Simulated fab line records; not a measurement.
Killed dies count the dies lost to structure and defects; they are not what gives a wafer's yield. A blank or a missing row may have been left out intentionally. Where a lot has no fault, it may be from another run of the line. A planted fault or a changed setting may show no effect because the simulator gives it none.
Chamber matching | flow n5 finfet | N5_BEOL_M3_ETCH_69 on rie diel-03 has 4 sister chambers
The step etches SiARC in CF4, target depth 15.6 nm, time 26 s. 4 wafers are shown with their chamber, then 8 later ones without.

== WAFERS PAIRED WITH THEIR CHAMBERS ==
wafer  | chamber | drypump motor current A (A)
L092.5 | 1       | 5.1
L093.1 | 2       | 5.8
L093.6 | 3       | 5.4
L094.1 | 0       | 6.3

== WAFERS WITH NO CHAMBER GIVEN ==
wafer  | drypump motor current A (A)
L094.2 | 5.4
L094.3 | 5.8
L095.2 | 6.2
L095.3 | 5.7
L095.6 | 5.1
L097.1 | 5.8
L097.3 | 6.3
L097.6 | 5.1

== CHAMBER TAKEN BY EACH ==
wafer  | from the rows above | in truth
L094.2 | 3                   | 3
L094.3 | 2                   | 2
L095.2 | 0                   | 0
L095.3 | 2                   | 2
L095.6 | 1                   | 1
L097.1 | 2                   | 2
L097.3 | 0                   | 0
L097.6 | 1                   | 1
Correctly placed: 8 of 8. Number that these rows cannot place: 0. Placed wrongly: 0.
How it was worked out, from the rows above alone: a wafer's distance from a chamber is the root of the sum, over the readings, of the square of ((its reading less the chamber's mean) divided by the reading's scatter). The wafer belongs to the nearest chamber; if the next one is less than 2 further off, it can't be placed. Each chamber's mean is taken over the wafers shown for it. The scatter (one wafer shown for each chamber): square how far every hidden wafer sits from the nearest shown wafer, average those squares and take the square root.
